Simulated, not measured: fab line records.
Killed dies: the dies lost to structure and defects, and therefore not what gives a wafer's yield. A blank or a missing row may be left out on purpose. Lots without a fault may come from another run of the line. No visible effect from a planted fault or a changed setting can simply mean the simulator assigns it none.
Chamber matching | flow n5Finfet | 4 sister chambers for N5_BEOL_M15_ETCH_57 on rieDiel-02
The step etches SOC in N2/H2, time 750 s. 8 wafers are shown with their chamber, then 8 later ones without.

## WAFERS, EACH WITH ITS CHAMBER
wafer  | chamber | drypumpMotorCurrentA (A) | throttleValvePct (%)
L076.3 | 1       | 6.0                      | 17.53
L082.2 | 2       | 5.1                      | 18.01
L082.3 | 3       | 5.6                      | 17.31
L082.6 | 2       | 5.1                      | 18.03
L085.3 | 3       | 5.6                      | 17.32
L085.5 | 1       | 6.1                      | 17.57
L085.6 | 0       | 6.6                      | 17.62
L087.1 | 0       | 6.6                      | 17.63

## WAFERS MISSING THEIR CHAMBER
wafer  | drypumpMotorCurrentA (A) | throttleValvePct (%)
L087.2 | 5.6                      | 17.34
L087.3 | 6.0                      | 17.57
L087.4 | 5.1                      | 18.05
L087.5 | 5.6                      | 17.33
L087.6 | 5.1                      | 18.04
L089.1 | 5.6                      | 17.35
L089.2 | 6.6                      | 17.60
L089.4 | 5.1                      | 18.04

## WHICH CHAMBER EACH WENT THROUGH
wafer  | from the rows above | in truth
L087.2 | 3                   | 3
L087.3 | 1                   | 1
L087.4 | 2                   | 2
L087.5 | 3                   | 3
L087.6 | 2                   | 2
L089.1 | 3                   | 3
L089.2 | 0                   | 0
L089.4 | 2                   | 2
Correct placement for 8 of the 8. Not placeable from these rows: 0. Wrongly placed: 0.
How it was worked out, from the rows above alone: a wafer's distance from a chamber is the root of the sum, over the readings, of the square of ((its reading less the chamber's mean) divided by the reading's scatter). The wafer belongs to the nearest chamber; if the next one is less than 2 further off, it can't be placed. A chamber's mean is the mean of its shown wafers. The scatter is the square root of a quotient: the sum, over the shown wafers, of each reading's squared deviation from its chamber's mean, divided by wafers minus chambers.
